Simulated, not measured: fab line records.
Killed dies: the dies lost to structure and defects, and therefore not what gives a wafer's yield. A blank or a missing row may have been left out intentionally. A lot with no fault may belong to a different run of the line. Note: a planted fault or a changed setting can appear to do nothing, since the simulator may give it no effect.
Split-lot study    flow n5Finfet    21 wafers read across 7 lots, on a route 1938 steps long

== ABOUT THE SPLIT ==
At N5_SD_EPI_N_ETCH_35 (etches SOC in N2/H2, overetch 108 nm, time 486 s), the setting sourceW was moved away from the recipe's 3000 W on 8 of the 21 wafers read, by -16.3% to +4.7%. This setting was run at the recipe's value on the other wafers.

Reading taken at the split's own step.

== THE READING ==
rfVppV, in V, at N5_SD_EPI_N_ETCH_35 (etches SOC in N2/H2, overetch 108 nm, time 486 s). Fault-free wafers of this fab line usually give 240.8 V, standard deviation 1.3 V.

wafer   tool, chamber at the split  sourceW as run, W  against the recipe  rfVppV, V  against lot-mates on the recipe
L077.3  rieDiel-02, 0               3000               recipe              240.9      -
L077.5  rieDiel-02, 3               2511               -16.3%              256.1      +15.2
L077.6  rieDiel-02, 2               2511               -16.3%              255.4      +14.5
L078.1  rieDiel-02, 0               3000               recipe              241.2      -
L078.2  rieDiel-02, 3               3000               recipe              241.5      -
L078.3  rieDiel-02, 2               2814               -6.2%               244.9      +3.6
L083.4  rieDiel-04, 1               3140               +4.7%               236.2      no lot-mate on the recipe
L083.5  rieDiel-04, 3               3140               +4.7%               237.8      no lot-mate on the recipe
L083.6  rieDiel-04, 2               3140               +4.7%               235.8      no lot-mate on the recipe
L086.1  rieDiel-02, 3               3000               recipe              239.2      -
L086.4  rieDiel-02, 0               3000               recipe              241.1      -
L086.5  rieDiel-02, 3               3000               recipe              240.1      -
L087.1  rieDiel-04, 2               3000               recipe              242.8      -
L087.4  rieDiel-04, 2               3000               recipe              241.8      -
L087.6  rieDiel-04, 3               3000               recipe              242.1      -
L088.2  rieDiel-04, 0               3000               recipe              241.9      -
L088.3  rieDiel-04, 3               2672               -10.9%              251.5      +9.6
L088.5  rieDiel-04, 1               2672               -10.9%              249.4      +7.5
L092.2  rieDiel-01, 0               3000               recipe              241.7      -
L092.3  rieDiel-01, 1               3000               recipe              239.9      -
L092.5  rieDiel-01, 0               3000               recipe              243.3      -

FIT RESULTS
A straight line over all 21 wafers: rfVppV changes by -0.878 V for each +1% of sourceW; r = -0.98; the points scatter about the line by 1.1 V.
The same after taking each lot's own level away (the mean of its wafers on the recipe; 18 wafers): -0.866 V for each +1%; r = -0.98; scatter 1 V.
The reading moves by 14 V for the largest change in sourceW, on that fit.
The span of the lots' own levels, 240.13 to 242.23 V, comes to 1.6 times the standard deviation stated above.
The two slopes are in agreement: the lot-to-lot level therefore moves the slope only a little.
Check: +13.4 V against its lot-mates is what the line predicts for one of the wafers moved furthest among these (-16.3%) when that wafer is left out of the fit. It came out at +15.2 V against them.
Tool readings at the split's step, against how far the setting was moved: rfVppV r = -0.98.

== OTHER SPLITS ON THESE WAFERS ==
Before the reading, these wafers also passed through other splits. Each is held against what the fit with the lots' levels taken away leaves over:
other split on the same wafers  wafers away from the commonest value  r with rfVppV (lot level and that fit taken away)
N5_SD_EPI_N_PEB_07 pebTempC     6                                     +0.01

== THE FILE'S OWN FIT ==
rfVppV changes by -0.847 V for each +1% of sourceW, r = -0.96.
